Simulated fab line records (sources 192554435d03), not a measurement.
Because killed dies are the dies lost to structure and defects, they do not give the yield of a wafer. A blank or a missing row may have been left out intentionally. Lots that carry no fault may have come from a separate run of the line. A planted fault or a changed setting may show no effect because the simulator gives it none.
Which tool was responsible? -- flow n5 finfet -- 26 wafers from 9 lots sampled at 8 of the route's 1938 steps

WHAT THE GAUGES READ, wafer by wafer
N5_BEOL_M4_THK_MEAS_53: measures by xrf. Usual: M4_THK typically reads 39.0 nm, with standard deviation 1.9.
lot,measured,on,M4_THK (nm),flag
L670,day 8 20:20,film metro-01,42.0 38.6 38.2,
L672,day 9 14:20,film metro-02,37.0 40.6 40.4,
L675,day 10 02:44,film metro-01,37.9 41.5 38.3,
L678,day 10 17:03,film metro-01,41.0 41.0 40.0,
L680,day 11 11:34,film metro-01,40.0 39.3 40.3,
L689,day 13 18:20,film metro-02,300.8 298.3 299.7,OFF
L691,day 13 20:02,film metro-01,36.6 37.0 39.8,
L690,day 13 20:31,film metro-02,304.8 298.5 303.6,OFF
L692,day 14 06:23,film metro-01,38.9 41.7,

N5_BEOL_M4_RS_MEAS_58: the measuring method here is four-point-probe. Usual: M4_RS typically reads 0.69 ohm/sq, with standard deviation 0.042.
lot,measured,on,M4_RS (ohm/sq),flag
L670,day 8 20:37,film metro-01,0.62 0.69 0.70,
L672,day 9 14:36,film metro-01,0.74 0.65 0.66,
L675,day 10 03:04,film metro-02,0.72 0.64 0.71,
L678,day 10 17:19,film metro-02,0.64 0.64 0.66,
L680,day 11 11:50,film metro-02,0.67 0.68 0.66,
L689,day 13 18:35,film metro-02,0.06 0.06 0.06,OFF
L691,day 13 20:17,film metro-02,0.75 0.73 0.67,
L690,day 13 20:49,film metro-02,0.06 0.06 0.06,OFF
L692,day 14 06:39,film metro-02,0.69 0.64,

N5_BEOL_M4_INSPECT_59: inspects for defects (darkfield). Usual: 72 for raw defect count, sd 25.
lot,measured,on,raw defect count,flag
L670,day 8 20:38,defect inspect-01,64 46 75,
L672,day 9 14:38,defect inspect-02,50 79 44,
L675,day 10 03:06,defect inspect-02,59 37 84,
L678,day 10 17:20,defect inspect-01,37 46 40,
L680,day 11 11:52,defect inspect-01,68 37 58,
L689,day 13 18:37,defect inspect-02,5157 4956 5216,OFF
L691,day 13 20:19,defect inspect-02,147 91 112,
L690,day 13 20:50,defect inspect-01,4997 5065 5088,OFF
L692,day 14 06:40,defect inspect-01,81 58,

N5_BEOL_M4_RC_MEAS_101. Usual: DIBL_N 36.0 mV/V, standard deviation 2.5; DIBL_P 36.2 mV/V, standard deviation 3; IOFF_N 0.16 nA/um, standard deviation 0.044; IOFF_P 0.21 nA/um, standard deviation 0.049; ION_N 671 uA/um, standard deviation 15; ION_P 461 uA/um, standard deviation 8.7; SS_N 71.5 mV/dec, standard deviation 0.72; SS_P 73.4 mV/dec, standard deviation 0.9; VT_N 251 mV, standard deviation 4.4; VT_P -250 mV, standard deviation 4.
lot,measured,on,DIBL_N (mV/V),DIBL_P (mV/V),IOFF_N (nA/um),IOFF_P (nA/um),ION_N (uA/um),ION_P (uA/um),SS_N (mV/dec),SS_P (mV/dec),VT_N (mV),VT_P (mV),flag
L670,day 8 21:15,prober-02,34.6 33.6 33.5,36.4 35.3 35.5,0.13 0.13 0.13,0.19 0.17 0.18,652 660 652,449 452 447,71.9 71.7 72.0,73.2 73.2 73.0,254 253 254,-252 -253 -255,
L672,day 9 14:58,prober-02,32.7 37.3 35.7,34.3 40.0 38.5,0.12 0.20 0.16,0.18 0.24 0.24,656 677 663,455 459 461,70.9 72.3 71.7,72.2 74.3 74.3,252 247 253,-249 -249 -247,
L675,day 10 03:35,prober-01,36.4 34.6 35.0,36.8 33.4 35.4,0.15 0.11 0.12,0.20 0.16 0.20,678 653 669,464 452 468,71.5 70.4 71.6,73.5 72.5 72.8,252 255 255,-251 -253 -252,
L678,day 10 17:22,prober-01,34.2 34.1 37.7,34.9 35.2 39.4,0.13 0.14 0.21,0.20 0.20 0.29,657 672 699,457 464 482,71.5 70.9 72.3,72.8 73.4 73.4,252 250 245,-252 -248 -246,
L680,day 11 11:53,prober-02,36.6 38.0 30.6,36.2 37.7 28.6,0.16 0.18 0.08,0.21 0.22 0.11,666 680 656,452 460 446,71.6 71.9 70.4,73.5 74.1 71.3,252 249 259,-250 -253 -260,
L691,day 13 20:39,prober-01,40.1 36.2 37.9,40.6 35.1 37.6,0.25 0.13 0.19,0.31 0.19 0.25,689 651 675,470 453 463,73.0 71.1 71.8,74.3 73.0 73.6,245 255 246,-242 -252 -246,
L692,day 14 06:51,prober-02,37.1 34.0,38.2 34.5,0.17 0.12,0.21 0.16,685 675,470 460,71.1 70.8,74.5 73.5,253 252,-253 -258,

EACH LOT AND THE TOOL THAT RAN IT (in order: tool; ch and the chambers of the sampled wafers; start)
lot,N5_BEOL_M4_ANNEAL_87,N5_BEOL_M4_SPUTTER_92,N5_BEOL_M4_CMP_52,N5_BEOL_M4_PRE_CLEAN_60
L670,"pvd sputter-02, day 8 18:32","pvd sputter-02, day 8 19:07","cmp-03 ch 0,2,3, day 8 20:05","cvd co-02 ch 0,1, day 8 20:22"
L672,"pvd sputter-01, day 9 12:31","pvd sputter-01, day 9 13:06","cmp-01 ch 0,1, day 9 14:02","cvd co-01 ch 0,2, day 9 14:23"
L675,"pvd sputter-02, day 10 00:56","pvd sputter-02, day 10 01:31","cmp-04 ch 1,2,3, day 10 02:31","cvd co-01 ch 0,1,2, day 10 02:52"
L678,"pvd sputter-01, day 10 15:14","pvd sputter-01, day 10 15:49","cmp-03 ch 1,3, day 10 16:46","cvd co-02 ch 1,2, day 10 17:05"
L680,"pvd sputter-01, day 11 09:26","pvd sputter-01, day 11 10:01","cmp-03 ch 0,1,3, day 11 11:19","cvd co-01 ch 0,1,2, day 11 11:36"
L689,"pvd sputter-01, day 13 16:31","pvd sputter-01, day 13 17:05","cmp-03 ch 1,2, day 13 18:02","cvd co-01 ch 1,2, day 13 18:22"
L691,"pvd sputter-02, day 13 18:00","pvd sputter-02, day 13 18:39","cmp-04 ch 0,1, day 13 19:44","cvd co-01 ch 0,1,2, day 13 20:04"
L690,"pvd sputter-01, day 13 18:37","pvd sputter-01, day 13 19:11","cmp-03 ch 0,1,2, day 13 20:18","cvd co-01 ch 0,1,2, day 13 20:34"
L692,"pvd sputter-03, day 14 04:35","pvd sputter-03, day 14 05:10","cmp-01 ch 2,3, day 14 06:13","cvd co-02 ch 1,2, day 14 06:25"
- N5_BEOL_M4_ANNEAL_87: time 240 s.
- N5_BEOL_M4_SPUTTER_92: material Cu, target thk 4.5 nm, time 8.29 s.
- N5_BEOL_M4_CMP_52: polishes, stops on SiOC, t overpolish 6.8 s, target thk 40 nm.
- N5_BEOL_M4_PRE_CLEAN_60: time 15 s.

AS READ BY THE TOOLS THEMSELVES (means over the sampled wafers that have a number; for cases with no such wafer, the mark the record gives instead)
N5_BEOL_M4_ANNEAL_87. Usual: 844 W for heater power w, sd 56.
lot,tool,heater power w (W),flag
L670,pvd sputter-02,817,
L672,pvd sputter-01,890,
L675,pvd sputter-02,826,
L678,pvd sputter-01,863,
L680,pvd sputter-01,897,
L689,pvd sputter-01,872,
L691,pvd sputter-02,806,
L690,pvd sputter-01,855,
L692,pvd sputter-03,814,

N5_BEOL_M4_SPUTTER_92. Usual: chuck gas flow sccm 1.26 sccm, standard deviation 0.051; throttle valve pct 29.8 %, standard deviation 0.85.
lot,tool,chuck gas flow sccm (sccm),throttle valve pct (%),flag
L670,pvd sputter-02,1.29,30.6,
L672,pvd sputter-01,1.27,29.1,
L675,pvd sputter-02,1.21,30.0,
L678,pvd sputter-01,1.23,29.6,
L680,pvd sputter-01,1.26,29.1,
L689,pvd sputter-01,1.28,28.9,
L691,pvd sputter-02,1.23,30.2,
L690,pvd sputter-01,1.31,29.9,
L692,pvd sputter-03,1.23,29.7,

N5_BEOL_M4_CMP_52. Usual: barrier field endpoint s 24.3 s, standard deviation 0.66; clearing platen down force psi 1.4999 psi, standard deviation 0.0026; motor current A 5.9 A, standard deviation 0.77; overpolish run s 6.800 s, standard deviation 0.0093; pad life wafers 777, standard deviation 620; platen rpm 50.00 rpm, standard deviation 0.032; time to endpoint s 61 s, standard deviation 3.6.
lot,tool,barrier field endpoint s (s),clearing platen down force psi (psi),motor current A (A),overpolish run s (s),pad life wafers,platen rpm (rpm),time to endpoint s (s),flag
L670,cmp-03,24.8,1.4989,6.5,6.803,428,49.99,64,
L672,cmp-01,24.1,1.5000,6.3,6.807,2022,50.01,63,
L675,cmp-04,24.7,1.4992,5.5,6.797,1592,49.98,61,
L678,cmp-03,23.9,1.5033,5.9,6.793,835,49.99,62,
L680,cmp-03,24.3,1.4974,6.3,6.796,1004,50.01,62,
L689,cmp-03,-,-,-,-,-,-,-,OFF
L691,cmp-04,23.8,1.4973,5.5,6.795,264,49.97,58,
L690,cmp-03,-,-,-,-,-,-,-,OFF
L692,cmp-01,24.1,1.5010,4.5,6.806,621,50.02,62,

N5_BEOL_M4_PRE_CLEAN_60. Usual: heater power outer w 25 W, standard deviation 18; heater power w 90 W, standard deviation 29.
lot,tool,heater power outer w (W),heater power w (W),flag
L670,cvd co-02,17,74,
L672,cvd co-01,19,77,
L675,cvd co-01,33,101,
L678,cvd co-02,15,80,
L680,cvd co-01,33,103,
L689,cvd co-01,19,76,
L691,cvd co-01,34,103,
L690,cvd co-01,34,102,
L692,cvd co-02,16,79,

THE ANSWER, worked out from the rows above alone
Rule: lot off if the mean of its wafers having a number is beyond 3 standard deviations from the usual mean. Also off: a lot with no number at a reading for which 4 or more lots have one. Where the step has rows for the other lots, those lots are counted as sound. The gauges are gone through in route order, then the tools' own readings, and for those a lot's mean is taken as printed above. The first step at which some lot is off is used, and at that step the reading that is off furthest; a lot without a number counts as furthest.
Off: L689, L690, seen at N5_BEOL_M4_THK_MEAS_53 (M4_THK).
A tool fits if, at a process step before that reading, it ran every lot that is off, and no sound lot after the first of them. The gauges at N5_BEOL_M4_THK_MEAS_53 aren't tried: what is off there is off at N5_BEOL_M4_INSPECT_59 too, on other tools, and a gauge's error can't cause that. Can't be told from this: 2 tools fit, pvd sputter-01 at N5_BEOL_M4_ANNEAL_87 and N5_BEOL_M4_SPUTTER_92, cmp-03 at N5_BEOL_M4_CMP_52.

WHAT THE SIMULATOR HAD PUT IN
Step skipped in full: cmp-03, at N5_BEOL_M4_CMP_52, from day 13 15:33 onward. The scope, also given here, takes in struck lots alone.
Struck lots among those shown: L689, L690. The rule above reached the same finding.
